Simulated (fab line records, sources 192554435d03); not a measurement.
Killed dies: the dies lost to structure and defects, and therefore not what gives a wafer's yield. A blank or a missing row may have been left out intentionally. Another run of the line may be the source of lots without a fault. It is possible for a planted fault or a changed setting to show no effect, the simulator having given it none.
One fault seen from 3 desks :: flow n5_finfet :: only its own numbers are on each desk; what lay behind them is given at the end

## THE DEFECT DESK
Inspection counts along the route, by lot: the mean over sampled wafers that carry a number. The brackets show how far a lot's mean lies from the usual mean; more than 4 standard deviations puts the lot out of limits, marked OUT.
Columns: A = raw_defect_count at N5_BEOL_M8_INSPECT_58, usual 74
lot: L216
first seen here: day 10 05:17
A: 88

lot: L215
first seen here: day 10 06:02
A: 53

lot: L219
first seen here: day 11 02:29
A: 103

lot: L217
first seen here: day 11 03:50
A: 58

lot: L221
first seen here: day 11 20:12
A: 391 (+13) OUT

lot: L229
first seen here: day 13 14:57
A: 44

lot: L230
first seen here: day 14 06:28
A: 66

lot: L232
first seen here: day 14 14:31
A: 50

lot: L236
first seen here: day 15 19:31
A: 85
Finding of this desk: L221 out of limits; the first was L221 at day 11 20:12, on raw_defect_count at N5_BEOL_M8_INSPECT_58. L216, L215, L219, L217, L229, L230, L232, L236 stayed within limits.

## THE METROLOGY DESK
Means of the sampled wafers that have a number, per lot and without regard to the tool the lot ran on: this is what the gauges read. The brackets show how far a lot's mean lies from the usual mean; more than 4 standard deviations puts the lot out of limits, marked OUT. Readings shown: 7 out of 12 (the first out of limits, and those lying furthest out on some lot).
Columns: A = DIBL_P at N5_BEOL_M4_RC_MEAS_101, usual 35.8 mV/V; B = IOFF_N at N5_BEOL_M4_RC_MEAS_101, usual 0.15 nA/um; C = IOFF_P at N5_BEOL_M4_RC_MEAS_101, usual 0.20 nA/um; D = SS_P at N5_BEOL_M4_RC_MEAS_101, usual 73.2 mV/dec; E = VT_P at N5_BEOL_M4_RC_MEAS_101, usual -251 mV; F = M8_THK at N5_BEOL_M8_THK_MEAS_53, usual 79.5 nm; G = M9_ILD_THK at N5_BEOL_M9_THK_MEAS_01, usual 269 nm
lot: L216
first seen here: day 8 09:44
A: 37.3
B: 0.17
C: 0.24
D: 73.3
E: -247
F: 79.0
G: 274

lot: L215
first seen here: day 8 12:48
A: 34.0
B: 0.14
C: 0.16
D: 72.5
E: -253
F: 79.5
G: 267

lot: L217
first seen here: day 9 03:26
A: 36.5
B: 0.19
C: 0.28
D: 74.2
E: -242
F: 80.6
G: 271

lot: L219
first seen here: day 9 08:45
A: 37.9
B: 0.16
C: 0.22
D: 73.7
E: -251
F: 80.4
G: 266

lot: L221
first seen here: day 10 03:45
A: 38.8
B: 0.19
C: 0.25
D: 73.7
E: -248
F: 120.1 (+23) OUT
G: 272

lot: L229
first seen here: day 12 02:13
A: 34.4
B: 0.14
C: 0.17
D: 73.1
E: -254
F: 77.5
G: 267

lot: L230
first seen here: day 12 18:06
A: 34.7
B: 0.14
C: 0.21
D: 72.5
E: -248
F: 79.8
G: 271

lot: L232
first seen here: day 13 02:10
A: 36.2
B: 0.16
C: 0.22
D: 73.4
E: -248
F: 78.9
G: 273

lot: L236
first seen here: day 14 05:07
A: 36.2
B: 0.15
C: 0.19
D: 73.1
E: -252
F: 80.5
G: 270
This desk reports L221 out of limits; the earliest was L221 at day 11 20:02 (M8_THK at N5_BEOL_M8_THK_MEAS_53). L216, L215, L217, L219, L229, L230, L232, L236 stayed within limits.

## TOOL OWNER'S DESK, cmp-04
The tool's own readings at N5_BEOL_M8_CMP_52 (polishes, stops on SiCOH lowk, t overpolish 6.9 s, target thk 80 nm): means of the sampled wafers that have a number, for each lot that ran on this tool. The brackets show how far a lot's mean lies from the usual mean; more than 4 standard deviations puts the lot out of limits, marked OUT.
Columns: A = barrier_field_endpoint_s at N5_BEOL_M8_CMP_52, usual 28.9 s; B = motor_current_A at N5_BEOL_M8_CMP_52, usual 5.9 A; C = overpolish_run_s at N5_BEOL_M8_CMP_52, usual 6.899 s; D = time_to_endpoint_s at N5_BEOL_M8_CMP_52, usual 62.0 s
lot: L215
first seen here: day 10 05:37
A: 28.5
B: 6.0
C: 6.898
D: 60.0

lot: L219
first seen here: day 11 02:04
A: 28.2
B: 5.9
C: 6.900
D: 62.0

lot: L217
first seen here: day 11 03:25
A: 28.4
B: 6.2
C: 6.891
D: 61.7

lot: L221
first seen here: day 11 19:44
A: 35.7 (+8.9) OUT
B: 6.0
C: 4.612 (-99 or more) OUT
D: 69.8

lot: L236
first seen here: day 15 19:04
A: 29.8
B: 5.9
C: 6.901
D: 60.3
Finding of this desk: L221 out of limits; the first was L221 at day 11 19:44, on barrier_field_endpoint_s at N5_BEOL_M8_CMP_52. L215, L219, L217, L236 stayed within limits.

## PUT TOGETHER
The tool owner's desk could have raised an alarm at day 11 19:44, on L221.
On L221, the metrology desk was in a position to raise an alarm at day 11 20:02.
The defect desk could have raised an alarm at day 11 20:12, on L221.
All the named lots went through N5_BEOL_M8_CMP_52 on cmp-04.

## WHAT THE SIMULATOR HAD PUT IN
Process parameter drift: cmp-04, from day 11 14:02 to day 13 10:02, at N5_BEOL_M8_CMP_52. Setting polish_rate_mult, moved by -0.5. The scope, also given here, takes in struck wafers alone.
Lots struck among those shown: L221.
Hours from the fault's start to each desk's first reading out of limits: the tool owner's desk, 6; the metrology desk, 6; the defect desk, 6.
